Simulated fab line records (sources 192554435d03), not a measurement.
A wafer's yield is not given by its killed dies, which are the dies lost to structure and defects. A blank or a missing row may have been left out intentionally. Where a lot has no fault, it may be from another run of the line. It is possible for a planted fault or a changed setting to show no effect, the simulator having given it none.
Which tool was responsible? -- flow n5 finfet -- 24 wafers from 9 lots sampled at 5 of the route's 1938 steps

WHAT THE GAUGES SHOWED, per wafer
N5_MOL_CONTACT_COAG_CD_MEAS_40: the cd target is 25.1 nm. Usual: cd nm reads 25.15 nm (standard deviation 0.25).
lot,measured,on,cd nm (nm),flag
L795,day 5 14:56,cd sem-03,25.24 25.00 24.94,
L796,day 5 22:26,cd sem-01,25.06 24.97 25.14,
L802,day 7 07:22,cd sem-03,24.82 25.18,
L804,day 8 03:04,cd sem-02,25.19 24.85,
L805,day 8 16:29,cd sem-02,25.16 24.85,
L807,day 9 10:46,cd sem-03,25.39 25.27 25.39,
L811,day 9 16:49,cd sem-03,24.63 24.99 25.16,
L815,day 10 19:29,cd sem-02,24.86 25.23 25.27,
L816,day 11 04:25,cd sem-01,25.43 25.59 25.03,

N5_BEOL_M4_RC_MEAS_101. Usual: DIBL_N 36.5 mV/V, standard deviation 1.4; DIBL_P 36.6 mV/V, standard deviation 1.9; IOFF_N 0.167 nA/um, standard deviation 0.029; IOFF_P 0.21 nA/um, standard deviation 0.033; ION_N 674 uA/um, standard deviation 12; ION_P 460 uA/um, standard deviation 8.9; SS_N 71.6 mV/dec, standard deviation 0.57; SS_P 73.4 mV/dec, standard deviation 0.61; VT_N 249 mV, standard deviation 3.3; VT_P -250 mV, standard deviation 3.3.
lot,measured,on,DIBL_N (mV/V),DIBL_P (mV/V),IOFF_N (nA/um),IOFF_P (nA/um),ION_N (uA/um),ION_P (uA/um),SS_N (mV/dec),SS_P (mV/dec),VT_N (mV),VT_P (mV),flag
L795,day 8 10:22,prober-02,36.0 34.5 38.5,36.0 33.9 39.2,0.160 0.134 0.214,0.20 0.18 0.26,664 657 674,454 450 459,71.5 71.3 72.6,73.9 73.7 74.7,250 252 244,-252 -256 -247,
L796,day 8 13:14,prober-02,36.0 34.5 36.4,37.2 34.3 36.9,0.162 0.130 0.145,0.23 0.19 0.22,693 667 659,478 460 457,71.3 71.4 72.1,72.9 72.8 73.6,252 253 252,-252 -250 -250,
L802,day 9 23:30,prober-01,36.1,35.6,0.158,0.18,671,453,71.5,72.5,249,-253,
L804,day 10 17:23,prober-01,37.6,37.8,0.174,0.24,669,461,71.9,73.7,250,-250,
L807,day 11 23:48,prober-02,38.3 39.2 35.4,39.6 40.3 35.6,0.211 0.215 0.146,0.29 0.29 0.21,697 685 673,479 469 468,71.4 72.0 71.3,73.7 74.0 72.5,248 246 249,-245 -244 -250,
L811,day 13 01:41,prober-01,37.9 39.4 38.6,38.4 41.1 38.5,0.174 0.228 0.181,0.24 0.29 0.23,668 703 658,462 481 452,72.1 71.8 71.8,73.4 74.9 73.6,248 245 250,-251 -247 -251,
L815,day 13 16:08,prober-01,36.3 38.2 37.6,35.9 37.1 37.4,0.147 0.161 0.169,0.21 0.23 0.24,659 665 668,459 457 464,71.3 71.4 72.0,72.9 73.6 73.7,253 250 246,-249 -250 -249,
L816,day 13 20:43,prober-01,35.2 35.4 36.6,34.8 35.0 36.5,0.133 0.141 0.165,0.19 0.20 0.21,649 670 663,452 462 447,72.1 71.4 72.4,72.1 72.8 71.9,252 250 249,-252 -251 -251,

TOOL THAT RAN EACH LOT (tool first, then ch and the chambers of the sampled wafers, then the start)
lot,N5_MOL_CONTACT_COAG_ETCH_47,N5_MOL_CONTACT_COAG_ALD_133,N5_MOL_CONTACT_COAG_ETCH_48
L795,"rie diel-05 ch 0,1,3, day 5 14:16","ald sin-01 ch 0,2, day 5 15:19","rie diel-02 ch 0,2,3, day 5 15:43"
L796,"rie diel-05 ch 0,1,2, day 5 21:53","ald sin-04 ch 0,2,3, day 5 22:42","rie diel-02 ch 0,1,2, day 5 23:06"
L802,"rie diel-05 ch 3, day 7 06:49","ald sin-04 ch 1,2, day 7 07:39","rie diel-02 ch 1,3, day 7 08:04"
L804,"rie diel-02 ch 1,3, day 8 02:31","ald sin-04 ch 0,2, day 8 03:32","rie diel-02 ch 0,1, day 8 04:07"
L805,"rie diel-02 ch 2,3, day 8 15:40","ald sin-04 ch 0,3, day 8 17:04","rie diel-02 ch 2,3, day 8 17:28"
L807,"rie diel-05 ch 0,1,2, day 9 10:05","ald sin-01 ch 1,2, day 9 12:50","rie diel-05 ch 1,2, day 9 13:17"
L811,"rie diel-05 ch 0,1,2, day 9 16:17","ald sin-03 ch 2,3, day 9 18:19","rie diel-02 ch 0,1,3, day 9 18:47"
L815,"rie diel-02 ch 2,3, day 10 18:57","ald sin-04 ch 0,1,3, day 10 19:52","rie diel-06 ch 2,3, day 10 20:18"
L816,"rie diel-06 ch 0,1,3, day 11 03:44","ald sin-04 ch 0,2,3, day 11 04:48","rie diel-02 ch 0,2, day 11 05:13"
- N5_MOL_CONTACT_COAG_ETCH_47: etches SiNx in CH3F/O2, stops on W, target depth 27 nm.
- N5_MOL_CONTACT_COAG_ALD_133: deposits SiO2, target thk 5 nm, pulse time 1 s, co reactant pulse time 1 s.
- N5_MOL_CONTACT_COAG_ETCH_48: etches SiOC in C4F6/O2, target depth 15 nm, overetch 4.5 nm, time 17 s.

AS READ BY THE TOOLS THEMSELVES (means over the sampled wafers that have a number; for cases with no such wafer, the mark the record gives instead)
N5_MOL_CONTACT_COAG_ETCH_47. Usual: bias w 72.97 W, standard deviation 0.22; drypump motor current A 5.5 A, standard deviation 0.46; etch rf on time s 31.5 s, standard deviation 0.61; oes product au 0.71 a.u., standard deviation 0.07; rf vpp V 298 V, standard deviation 7.6; showerhead plenum p Torr 2.00 Torr, standard deviation 0.058; throttle valve pct 16.2 %, standard deviation 0.3.
lot,tool,bias w (W),drypump motor current A (A),etch rf on time s (s),oes product au (a.u.),rf vpp V (V),showerhead plenum p Torr (Torr),throttle valve pct (%),flag
L795,rie diel-05,72.86,5.1,31.9,0.66,293,1.97,16.2,
L796,rie diel-05,72.84,5.3,31.4,0.69,295,1.98,16.1,
L802,rie diel-05,73.27,5.4,32.0,0.61,298,1.98,16.4,
L804,rie diel-02,73.02,5.9,31.1,0.68,300,2.03,16.2,
L805,rie diel-02,72.86,5.5,31.5,0.74,302,2.06,16.0,
L807,rie diel-05,73.04,5.2,31.9,0.74,294,1.97,16.1,
L811,rie diel-05,73.05,5.3,31.5,0.73,292,1.97,16.1,
L815,rie diel-02,73.03,5.5,31.2,0.74,304,2.07,15.9,
L816,rie diel-06,72.94,5.6,30.6,0.75,299,2.04,16.2,

N5_MOL_CONTACT_COAG_ALD_133. Usual: chamber pressure Torr 2.000 Torr, standard deviation 0.0044; heater power w 75 W, standard deviation 11; precursor pulse height rel 1.002, standard deviation 0.019.
lot,tool,chamber pressure Torr (Torr),heater power w (W),precursor pulse height rel,flag
L795,ald sin-01,1.999,84,1.003,
L796,ald sin-04,1.998,77,0.987,
L802,ald sin-04,2.002,77,0.995,
L804,ald sin-04,1.996,86,1.008,
L805,ald sin-04,2.000,76,0.978,
L807,ald sin-01,2.002,83,1.001,
L811,ald sin-03,2.004,61,1.003,
L815,ald sin-04,1.997,73,1.014,
L816,ald sin-04,1.998,79,1.013,

N5_MOL_CONTACT_COAG_ETCH_48. Usual: bias w 464.9 W, standard deviation 1.5; drypump motor current A 5.6 A, standard deviation 0.46; oes product au 0.67 a.u., standard deviation 0.072; rf vpp V 1598 V, standard deviation 40; showerhead plenum p Torr 2.86 Torr, standard deviation 0.08; throttle valve pct 40.4 %, standard deviation 0.45.
lot,tool,bias w (W),drypump motor current A (A),oes product au (a.u.),rf vpp V (V),showerhead plenum p Torr (Torr),throttle valve pct (%),flag
L795,rie diel-02,464.4,5.6,0.72,1607,2.88,40.2,
L796,rie diel-02,466.5,5.7,0.74,1634,2.90,40.3,
L802,rie diel-02,463.6,5.9,0.63,1608,2.88,40.3,
L804,rie diel-02,464.0,5.8,0.64,1621,2.84,40.5,
L805,rie diel-02,464.1,5.6,0.69,1612,2.92,40.0,
L807,rie diel-05,464.3,5.1,0.73,1564,2.80,39.9,
L811,rie diel-02,464.4,5.8,0.63,1602,2.84,40.4,
L815,rie diel-06,464.7,6.6,0.59,1578,2.84,40.7,
L816,rie diel-02,464.6,5.6,0.64,1614,2.83,40.3,

THE ANSWER, worked out from the rows above alone
Rule: take the mean of a lot's wafers that have a number; if it is more than 3 standard deviations from the usual mean, the lot is off. Also off: a lot with no number at a reading for which 4 or more lots have one. The other lots that the step has rows for count as sound. The gauges are gone through in route order, then the tools' own readings, and for those a lot's mean is taken as printed above. The first step at which some lot is off is used, and at that step the reading that is off furthest; a lot without a number counts as furthest.
Across all readings shown, no lot is off: no conclusion can be drawn from this.

WHAT HAD BEEN PUT IN BY THE SIMULATOR
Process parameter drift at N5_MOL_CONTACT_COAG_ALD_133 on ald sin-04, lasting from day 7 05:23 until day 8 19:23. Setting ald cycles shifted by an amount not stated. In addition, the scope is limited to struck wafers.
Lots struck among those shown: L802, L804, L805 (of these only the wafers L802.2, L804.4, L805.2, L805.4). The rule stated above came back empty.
